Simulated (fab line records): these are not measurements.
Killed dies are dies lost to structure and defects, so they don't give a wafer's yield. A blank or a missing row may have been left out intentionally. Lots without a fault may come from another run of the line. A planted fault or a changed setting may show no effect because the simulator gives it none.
A struck lot beside a sound one -- flow nand-harc -- 40 steps out of a route of 1159
Sound: these wafers, L219.1, L219.3, L219.4. Wafers struck: L231.2, L231.4, L231.6. The cause comes at the end.
Order at every step that has rows: each side's tool, ch and its chambers, its first start. Under that, the readings that differ: sound wafers -- struck wafers -- difference of the means -- sigmas: that difference in standard deviations of wafers without a fault.
alike: readings whose means differ by less than 2 such deviations, and words and numbers that are the same on both sides. not compared: withheld readings, readings that some wafer has no value for, bounds like >300 that may hide the same value, and numbers for which the record gives no deviation and whose values overlap.
The two part at a step that has a row with sigmas, a row that says differs or no value, or rows on one side only. Non-overlapping numbers with no deviation appear without sigmas and do not part them. A reading missing from all wafers of one side parts the sides only when that side holds two or more wafers.

first, 1 step without rows for these wafers: NHARC_P_CONTACT_DEVELOP_11 (develop time 35 s).
NHARC_P_CONTACT_CD_MEAS_12: target cd 90 nm.
  sound on cd-sem-02 ch 0, day 7 00:28; struck on cd-sem-01 ch 0, day 9 16:23
  alike: cd-nm
NHARC_P_CONTACT_OVL_MEAS_13:
  struck on overlay-02, day 9 16:28; sound on overlay-02, day 7 00:34
  alike: overlay-x-nm, overlay-y-nm
NHARC_P_CONTACT_INSPECT_14:
  struck on defect-inspect-02, day 9 16:30; sound on defect-inspect-02, day 7 00:35
  alike: raw-defect-count
then, 1 step without rows for these wafers: NHARC_P_CONTACT_DESCUM_17 (chemistry O2, time 3 s).
NHARC_P_CONTACT_ETCH_35: etches the open film in CF4, target depth 39 nm, time 65 s.
  sound on rie-diel-08 ch 0,1, day 7 00:46; struck on rie-diel-08 ch 0,1,3, day 9 16:38
  alike: drypump-motor-current-A, oes-product-au, rf-fwd-power-W, rf-vpp-V, showerhead-plenum-p-Torr, throttle-valve-pct
  not compared: rf-hours-counter-h
NHARC_P_CONTACT_ETCH_36: etches the open film in N2/H2, target depth 260 nm, time 406.25 s.
  sound: rie-diel-08 ch 0,3; struck: rie-diel-08 ch 0,1,2
  alike: drypump-motor-current-A, h2-flow-sccm, oes-product-au, rf-fwd-power-W, rf-vpp-V, showerhead-plenum-p-Torr, throttle-valve-pct
  not compared: rf-hours-counter-h
then, 3 steps without rows for these wafers: NHARC_P_CONTACT_ETCH_18 (etches the open film in C4F8/O2/Ar, target depth 481 nm, time 240.5 s); NHARC_P_CONTACT_STRIP_37 (strips in C4F8/O2/Ar); NHARC_P_CONTACT_ETCH_31 (etches the open film in CH3F/O2, target depth 30 nm, time 85.7 s).
NHARC_P_CONTACT_CD_MEAS_19:
  struck on cd-sem-02, day 9 17:26; sound on cd-sem-03, day 7 01:48
  alike: cd-nm
then, 1 step without rows for these wafers: NHARC_P_CONTACT_STRIP_28 (strips in O2).
NHARC_P_CONTACT_STRIP_29: strips in post etch residue remover, time 1200 s.
  sound on wet-bench-03 ch 1,3,5, day 7 02:04; struck on wet-bench-03 ch 0,3,7, day 9 17:41
then, 3 steps without rows for these wafers: NHARC_P_CONTACT_DEGAS_38 (time 60 s); NHARC_P_CONTACT_PRE_CLEAN_39 (time 19.5 s); NHARC_P_CONTACT_PVD_32 (deposits Ti, target thk 5 nm, time 17.7 s).
NHARC_P_CONTACT_ALD_22: deposits TiN, target thk 3 nm, pulse time 1 s, ald cycles 150.
  sound on ald-metal-01 ch 0,1,3, day 7 02:45; struck on ald-metal-03 ch 0,1,2, day 9 18:29
  alike: heater-power-w, precursor-pulse-height-rel
then, 13 steps without rows for these wafers: NHARC_P_CONTACT_CVD_23 (deposits W, target thk 200 nm, time 557 s); NHARC_P_CONTACT_CMP_24 (polishes, t overpolish 30 s, target thk 200 nm); NHARC_P_CONTACT_SRD_26; NHARC_P_M0_DEP_00 (deposits SiOC, target thk 150 nm); NHARC_P_M0_DEHYDRATE_01 (time 120 s); NHARC_P_M0_HMDS_02 (time 30 s); NHARC_P_M0_COAT_33 (time 65 s); NHARC_P_M0_COAT_03 (resist thk 90 nm); NHARC_P_M0_SOFTBAKE_04 (time 55 s); NHARC_P_M0_EBR_05; NHARC_P_M0_EXPOSE_06 (exposes mask P M0, target cd 90 nm); NHARC_P_M0_PEB_07 (peb time 65 s); NHARC_P_M0_DEVELOP_08 (develop time 35 s).
NHARC_P_M0_CD_MEAS_09: target cd 90 nm.
  sound on cd-sem-01 ch 0, day 7 10:14; struck on cd-sem-02 ch 0, day 9 22:40
  alike: cd-nm
NHARC_P_M0_OVL_MEAS_10: pitch 180 nm.
  struck on overlay-01, day 9 22:44; sound on overlay-01, day 7 10:19
  alike: overlay-x-nm, overlay-y-nm
then, 1 step without rows for these wafers: NHARC_P_M0_DESCUM_14 (chemistry O2, time 3 s).
NHARC_P_M0_ETCH_34: etches the open film in N2/H2, target depth 40 nm, overetch 12 nm, time 43.94 s.
  sound on rie-diel-05 ch 0,2,3, day 7 10:30; struck on rie-diel-05 ch 0,2, day 9 22:56
  alike: drypump-motor-current-A, h2-flow-sccm, oes-product-au, rf-fwd-power-W, rf-vpp-V, showerhead-plenum-p-Torr, throttle-valve-pct
  not compared: rf-hours-counter-h
NHARC_P_M0_ETCH_15: etches the open film in C4F8/Ar, target depth 150 nm, overetch 15 nm, time 82.5 s.
  sound: rie-diel-05 ch 0,1,3; struck: rie-diel-05 ch 2,3
reading,sound,struck,difference,sigmas
oes-product-au (a.u.),0.928 0.907 0.911,0.973 0.960 0.967,+0.051,+2
  alike: rf-fwd-power-W, rf-vpp-V
  not compared: rf-hours-counter-h
NHARC_P_M0_CD_MEAS_16:
  struck on cd-sem-03, day 9 23:09; sound on cd-sem-02, day 7 10:43
  alike: cd-nm
then, 3 steps without rows for these wafers: NHARC_P_M0_STRIP_18 (strips in N2/H2); NHARC_P_M0_STRIP_19 (strips in post etch residue remover, time 600 s); NHARC_P_M0_DEGAS_28 (time 60 s).
-- the record jumps here: 14 days lie between the struck wafers' starts before and after (it left off in module P_M0 and takes up again in module END, whose first step shown is number 1159 of the route) --
NHARC_END_SORT_01:
  the record has rows for the struck wafers here (prober-02 ch 0, day 23 13:20) and none for the sound ones

WHERE THEY PART
Earliest at NHARC_P_M0_ETCH_15; latest, in this record, at NHARC_END_SORT_01.

WHY: the cause the simulator had injected
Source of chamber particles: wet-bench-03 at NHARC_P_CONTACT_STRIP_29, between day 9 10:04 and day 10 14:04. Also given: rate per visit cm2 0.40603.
